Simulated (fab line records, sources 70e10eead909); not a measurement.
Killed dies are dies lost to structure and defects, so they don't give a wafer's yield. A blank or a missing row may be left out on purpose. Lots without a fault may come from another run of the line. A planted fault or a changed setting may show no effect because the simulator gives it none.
A struck lot beside a sound one | flow nand_harc | 15 steps out of a route of 1159
Sound: wafers L342.3, L342.4, L342.5. Struck: wafers L349.1, L349.3. The cause comes at the end.
At each step with rows: each side's tool, then ch and its chambers, then its first start. Under that, the readings that differ: sound wafers | struck wafers | difference of the means | sigmas: that difference in standard deviations of wafers without a fault.
alike: readings whose means differ by less than 2 such deviations, and words and numbers that are the same on both sides. not compared: withheld readings, readings that some wafer has no value for, bounds like >300 that may hide the same value, and numbers for which the record gives no deviation and whose values overlap.
The two part at a step that has a row with sigmas, a row that says differs or no value, or rows on one side only. Numbers that don't overlap but have no deviation are shown without sigmas and don't part them. A reading that every wafer of one side lacks parts them only if that side has two wafers or more.

first, 1 step without rows for these wafers: NHARC_A_ONON_D1_DEP_06 (target thk 1000 nm).
NHARC_A_ONON_D1_THK_MEAS_08: measures by ellipsometry.
  sound on film_metro-02, day 8 10:05; struck on film_metro-02, day 9 20:25
  alike: thk_nm
then, 1 step without rows for these wafers: NHARC_A_ONON_D1_DEP_09 (target thk 1000 nm).
NHARC_A_ONON_D1_THK_MEAS_11: measures by ellipsometry.
  sound on film_metro-01, day 8 10:38; struck on film_metro-02, day 9 20:59
  reading     | sound       | struck    | difference | sigmas
  thk_nm (nm) | 981 980 978 | 1014 1014 | +34        | +4
then, 1 step without rows for these wafers: NHARC_A_ONON_D1_DEP_12 (target thk 1000 nm).
NHARC_A_ONON_D1_THK_MEAS_14: measures by ellipsometry.
  sound on film_metro-01, day 8 11:13; struck on film_metro-01, day 9 21:34
  alike: thk_nm
then, 2 steps without rows for these wafers: NHARC_A_ONON_D1_ANNEAL_15 (time 3600 s); NHARC_A_ONON_D1_DEP_16 (target thk 1000 nm).
NHARC_A_ONON_D1_THK_MEAS_18: measures by ellipsometry.
  sound on film_metro-02, day 8 18:17; struck on film_metro-02, day 10 07:50
  alike: thk_nm
then, 1 step without rows for these wafers: NHARC_A_ONON_D1_DEP_19 (target thk 1000 nm).
NHARC_A_ONON_D1_THK_MEAS_21: measures by ellipsometry.
  sound on film_metro-02, day 8 18:52; struck on film_metro-02, day 10 08:25
  alike: thk_nm
NHARC_A_ONON_D1_DEP_22: target thk 1000 nm.
  sound on pecvd_onon-03 ch 0, day 8 19:02; struck on pecvd_onon-02 ch 0, day 10 08:28
  alike: n2o_flow_sccm
NHARC_A_ONON_D1_THK_MEAS_24: measures by ellipsometry.
  sound on film_metro-01, day 8 19:26; struck on film_metro-02, day 10 08:59
  reading     | sound          | struck    | difference | sigmas
  thk_nm (nm) | 1006 1005 1006 | 1566 1567 | +561       | +47
then, 1 step without rows for these wafers: NHARC_A_ONON_D1_DEP_25 (target thk 1000 nm).
-- the record jumps here: 11 days lie between the struck wafers' starts before and after (it left off in module A_ONON_D1 and takes up again in module END, whose first step shown is number 1159 of the route) --
NHARC_END_SORT_01:
  the record has rows for the struck wafers here (prober-02 ch 0, day 21 08:49) and none for the sound ones

WHERE THEY PART
First at NHARC_A_ONON_D1_THK_MEAS_11; last, within this record, at NHARC_END_SORT_01.

WHY: what the simulator had put in
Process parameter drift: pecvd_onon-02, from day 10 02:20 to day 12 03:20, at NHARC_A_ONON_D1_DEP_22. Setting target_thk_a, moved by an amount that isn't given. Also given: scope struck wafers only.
